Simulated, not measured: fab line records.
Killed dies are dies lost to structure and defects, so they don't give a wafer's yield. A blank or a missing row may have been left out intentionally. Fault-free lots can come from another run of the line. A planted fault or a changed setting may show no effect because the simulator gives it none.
Which of the tools did it? | flow nand harc | Sampling: 13 lots, 39 wafers, 5 of 1159 route steps

WHAT THE GAUGES READ, wafer by wafer
NHARC_P_STI_OCD_MEAS_43. Usual: trench depth nm 302 nm, standard deviation 3.6; trench foot cd nm 156.3 nm, standard deviation 2.2.
lot  | measured    | on     | trench depth nm (nm) | trench foot cd nm (nm) | flag
L745 | day 2 17:02 | ocd-02 | 302 296 301          | 155.7 160.9 155.7      |
L744 | day 2 17:14 | ocd-01 | 299 304 298          | 152.2 149.8 155.1      |
L746 | day 3 05:03 | ocd-01 | 296 301 301          | 158.1 157.3 155.9      |
L747 | day 3 05:13 | ocd-02 | 310 302 306          | 153.2 156.4 154.3      |
L748 | day 3 13:07 | ocd-02 | 302 310 301          | 159.5 155.6 158.8      |
L750 | day 4 00:03 | ocd-01 | 300 296 302          | 157.7 157.8 156.7      |
L751 | day 4 06:19 | ocd-02 | 301 302 298          | 156.3 155.2 159.6      |
L752 | day 4 14:09 | ocd-02 | 302 299 300          | 158.2 155.7 157.9      |
L754 | day 5 03:07 | ocd-02 | 303 302 310          | 156.8 155.2 153.3      |
L758 | day 6 02:52 | ocd-01 | 307 308 304          | 157.3 155.9 156.6      |
L763 | day 7 10:04 | ocd-02 | 299 299 300          | 156.9 157.3 155.5      |
L765 | day 7 18:56 | ocd-01 | 300 296 298          | 157.9 161.1 158.8      |
L766 | day 8 00:17 | ocd-01 | 302 306 305          | 157.7 154.2 157.9      |

NHARC_P_GATE_INSPECT_28. Usual: raw defect count 6.2, standard deviation 2.9.
lot  | measured     | on                | raw defect count | flag
L745 | day 4 17:25  | defect inspect-01 | 9 9 10           |
L744 | day 4 17:16  | defect inspect-01 | 5 12 3           |
L746 | day 5 10:01  | defect inspect-01 | 5 10 3           |
L747 | day 5 10:10  | defect inspect-02 | 8 1 10           |
L748 | day 5 13:19  | defect inspect-02 | 2 1 2            |
L750 | day 5 21:08  | defect inspect-01 | 6 8 2            |
L751 | day 6 14:05  | defect inspect-02 | 7 8 8            |
L752 | day 6 22:36  | defect inspect-01 | 8 8 5            |
L754 | day 7 09:15  | defect inspect-02 | 8 6 4            |
L758 | day 8 01:21  | defect inspect-01 | 10 12 6          |
L763 | day 9 19:08  | defect inspect-01 | 5 7 10           |
L765 | day 10 01:21 | defect inspect-02 | 4 2 6            |
L766 | day 10 01:30 | defect inspect-02 | 7 10 7           |

NHARC_END_SORT_01. Usual: killed at array 26, standard deviation 9; killed at other 0.8, standard deviation 1.2; killed at periphery 3.2, standard deviation 2.3; killed dies 30, standard deviation 9.1; killed open 3.5, standard deviation 2; killed short 1.8, standard deviation 1.4.
lot  | measured     | on        | killed at array | killed at other | killed at periphery | killed dies | killed open | killed short | flag
L746 | day 19 23:23 | prober-02 | 25 27 23        | 2 2 0           | 1 2 3               | 28 31 26    | 2 3 6       | 0 0 2        |
L758 | day 22 17:58 | prober-01 | 42 38 42        | 1 0 0           | 3 2 2               | 46 40 44    | 5 2 5       | 2 4 1        |

TOOL THAT RAN EACH LOT (tool first, then ch and the chambers of the sampled wafers, then the start)
lot  | NHARC_P_STI_ETCH_15             | NHARC_P_GATE_DEP_103
L745 | rie si-06 ch 0,1,3, day 2 16:19 | pecvd-04 ch 0,1,2, day 4 16:31
L744 | rie si-01 ch 0,1,2, day 2 16:31 | pecvd-02 ch 0,1,2, day 4 16:29
L746 | rie si-06 ch 0,1,3, day 3 04:17 | pecvd-01 ch 0,1, day 5 09:14
L747 | rie si-01 ch 0,1,3, day 3 04:28 | pecvd-04 ch 1,2, day 5 09:20
L748 | rie si-03 ch 1,2,3, day 3 12:22 | pecvd-02 ch 0,1,2, day 5 12:31
L750 | rie si-06 ch 1,2,3, day 3 23:19 | pecvd-04 ch 0,1,2, day 5 20:30
L751 | rie si-01 ch 0,2, day 4 05:34   | pecvd-01 ch 0,1,2, day 6 13:16
L752 | rie si-01 ch 1,2, day 4 13:25   | pecvd-01 ch 0,1,2, day 6 21:29
L754 | rie si-03 ch 0,2,3, day 5 02:21 | pecvd-01 ch 0,2, day 7 08:27
L758 | rie si-03 ch 0,1,2, day 6 02:08 | pecvd-04 ch 0,1,2, day 8 00:14
L763 | rie si-01 ch 0,3, day 7 09:18   | pecvd-01 ch 0,1, day 9 17:57
L765 | rie si-06 ch 0,2,3, day 7 18:11 | pecvd-04 ch 0,1,2, day 10 00:33
L766 | rie si-03 ch 2,3, day 7 23:32   | pecvd-01 ch 0,2, day 10 00:34
- NHARC_P_STI_ETCH_15: etches the open film in HBr/Cl2, target depth 300 nm, time 100.1 s.
- NHARC_P_GATE_DEP_103: deposits SiON, target thk 30 nm.

WHAT THE TOOLS THEMSELVES READ (means of the sampled wafers that have a number; where no wafer has one, the mark that the record gives instead)
NHARC_P_STI_ETCH_15. Usual: drypump motor current A 5.5 A, standard deviation 0.41; oes product au 1.004 a.u., standard deviation 0.0084; throttle valve pct 26.405 %, standard deviation 0.0091.
lot  | tool      | drypump motor current A (A) | oes product au (a.u.) | throttle valve pct (%) | flag
L745 | rie si-06 | 5.7                         | 0.996                 | 26.408                 |
L744 | rie si-01 | 5.4                         | 1.001                 | 26.408                 |
L746 | rie si-06 | 5.7                         | 0.995                 | 26.403                 |
L747 | rie si-01 | 5.4                         | 1.011                 | 26.403                 |
L748 | rie si-03 | 5.5                         | 1.006                 | 26.405                 |
L750 | rie si-06 | 5.5                         | 1.003                 | 26.413                 |
L751 | rie si-01 | 5.7                         | 0.999                 | 26.400                 |
L752 | rie si-01 | 5.4                         | 0.996                 | 26.404                 |
L754 | rie si-03 | 5.7                         | 1.010                 | 26.405                 |
L758 | rie si-03 | 5.9                         | 1.012                 | 26.411                 |
L763 | rie si-01 | 5.5                         | 0.994                 | 26.395                 |
L765 | rie si-06 | 5.5                         | 0.994                 | 26.407                 |
L766 | rie si-03 | 5.5                         | 1.010                 | 26.405                 |

NHARC_P_GATE_DEP_103. Usual: heater power outer w 463 W, standard deviation 46; heater power w 756 W, standard deviation 59; susceptor temp C 399.99 C, standard deviation 0.22.
lot  | tool     | heater power outer w (W) | heater power w (W) | susceptor temp C (C) | flag
L745 | pecvd-04 | 466                      | 769                | 399.87               |
L744 | pecvd-02 | 493                      | 758                | 399.94               |
L746 | pecvd-01 | 442                      | 739                | 399.77               |
L747 | pecvd-04 | 482                      | 751                | 399.78               |
L748 | pecvd-02 | 511                      | 794                | 400.12               |
L750 | pecvd-04 | 474                      | 761                | 400.17               |
L751 | pecvd-01 | 424                      | 734                | 399.93               |
L752 | pecvd-01 | 444                      | 760                | 399.98               |
L754 | pecvd-01 | 421                      | 720                | 399.88               |
L758 | pecvd-04 | 466                      | 762                | 400.05               |
L763 | pecvd-01 | 447                      | 754                | 400.01               |
L765 | pecvd-04 | 440                      | 715                | 399.97               |
L766 | pecvd-01 | 425                      | 737                | 400.15               |

THE ANSWER, worked out from the rows above alone
Rule: a lot is off if the mean of its wafers that have a number lies more than 3 standard deviations from the usual mean. Also off: a lot with no number at a reading for which 4 or more lots have one. The other lots that the step has rows for count as sound. The gauges are gone through in route order, then the tools' own readings, and for those a lot's mean is taken as printed above. At the first step where some lot is off, the reading lying furthest off is the one used; lots without a number count as furthest.
No lot is off on any of the readings shown, so nothing can be concluded from this.

WHAT THE SIMULATOR HAD PUT IN
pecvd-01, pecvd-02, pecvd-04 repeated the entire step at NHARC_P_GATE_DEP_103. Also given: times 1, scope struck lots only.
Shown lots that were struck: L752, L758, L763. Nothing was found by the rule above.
